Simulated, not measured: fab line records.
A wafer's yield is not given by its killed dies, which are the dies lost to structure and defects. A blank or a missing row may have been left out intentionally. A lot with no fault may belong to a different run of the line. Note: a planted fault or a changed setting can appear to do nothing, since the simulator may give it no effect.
Matching of chambers + flow n5_finfet + 4 sister chambers for N5_FIN_CUT_ETCH_20 on rie_diel-01
The step etches SiARC in CF4, target depth 26 nm, time 43.3 s. 4 wafers are shown with their chamber, then 12 later ones without.

WAFERS WITH THEIR CHAMBER
| wafer  | chamber | throttle_valve_pct (%) |
|--------|---------|------------------------|
| L087.2 | 2       | 15.66                  |
| L088.1 | 3       | 15.96                  |
| L088.2 | 0       | 15.90                  |
| L088.3 | 1       | 16.03                  |

WAFERS MISSING THEIR CHAMBER
| wafer  | throttle_valve_pct (%) |
|--------|------------------------|
| L090.2 | 16.04                  |
| L090.3 | 15.99                  |
| L090.5 | 16.04                  |
| L091.3 | 15.91                  |
| L091.4 | 15.97                  |
| L091.6 | 16.04                  |
| L095.3 | 16.06                  |
| L095.5 | 15.67                  |
| L095.6 | 16.07                  |
| L097.2 | 16.02                  |
| L097.4 | 16.07                  |
| L097.5 | 15.94                  |

WHICH CHAMBER EACH WENT THROUGH
| wafer  | from the rows above     | in truth                   |
|--------|-------------------------|----------------------------|
| L090.2 | 1                       | 1                          |
| L090.3 | can't be placed: 3 or 1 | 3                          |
| L090.5 | 1                       | 1                          |
| L091.3 | can't be placed: 0 or 3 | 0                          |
| L091.4 | 3                       | 3                          |
| L091.6 | 1                       | 1                          |
| L095.3 | 1                       | 1                          |
| L095.5 | 2                       | 2                          |
| L095.6 | 1                       | 1                          |
| L097.2 | 1                       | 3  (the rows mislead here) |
| L097.4 | 1                       | 1                          |
| L097.5 | can't be placed: 3 or 0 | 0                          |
Correctly placed: 8 of 12. Cannot be placed on the basis of these rows: 3; the candidates contain the true chamber in 3. Number placed wrongly: 1.
How it was worked out, from the rows above alone: a wafer's distance from a chamber is the root of the sum, over the readings, of the square of ((its reading less the chamber's mean) divided by the reading's scatter). If the next closest chamber is less than 2 further off than the closest, the wafer can't be placed; otherwise it belongs to the closest. A chamber's mean is the mean of its shown wafers. The scatter: with one shown wafer a chamber, the root of the mean of the squares of how far each hidden wafer lies from its nearest shown one.
